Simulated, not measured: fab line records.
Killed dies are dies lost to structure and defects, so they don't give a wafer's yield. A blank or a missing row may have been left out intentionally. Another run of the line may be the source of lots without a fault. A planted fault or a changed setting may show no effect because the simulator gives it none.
Chamber matching	flow nand-harc	NHARC_A_SLIT_DEP_23 on pecvd-03 has 3 sister chambers
The step deposits SiON, target thk 100 nm. 3 wafers are shown with their chamber, then 10 later ones without.

## EACH WAFER AND ITS CHAMBER
wafer	chamber	heater-power-w (W)
L081.3	0	732
L085.6	1	863
L088.5	2	747

## WAFERS WHOSE CHAMBER IS MISSING
wafer	heater-power-w (W)
L088.6	904
L094.3	699
L094.4	678
L094.6	704
L097.2	797
L097.3	807
L097.4	625
L096.2	711
L096.3	797
L096.6	805

## WHICH CHAMBER EACH ONE RAN IN
wafer	from the rows above	in truth
L088.6	1	1
L094.3	can't be placed: 0 or 2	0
L094.4	can't be placed: 0 or 2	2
L094.6	can't be placed: 0 or 2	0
L097.2	can't be placed: 2 or 0 or 1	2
L097.3	can't be placed: 1 or 2 or 0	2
L097.4	can't be placed: 0 or 2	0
L096.2	can't be placed: 0 or 2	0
L096.3	can't be placed: 2 or 0 or 1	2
L096.6	can't be placed: 1 or 2 or 0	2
Placed correctly: 1 of 10. Not placeable from these rows: 9 (in 9, the candidates include the true chamber). Number placed wrongly: 0.
How it was worked out, from the rows above alone: a wafer's distance from a chamber is the root of the sum, over the readings, of the square of ((its reading less the chamber's mean) divided by the reading's scatter). The wafer belongs to the nearest chamber; if the next one is less than 2 further off, it can't be placed. A chamber's mean is the mean of its shown wafers. The scatter (one wafer shown for each chamber): square how far every hidden wafer sits from the nearest shown wafer, average those squares and take the square root.
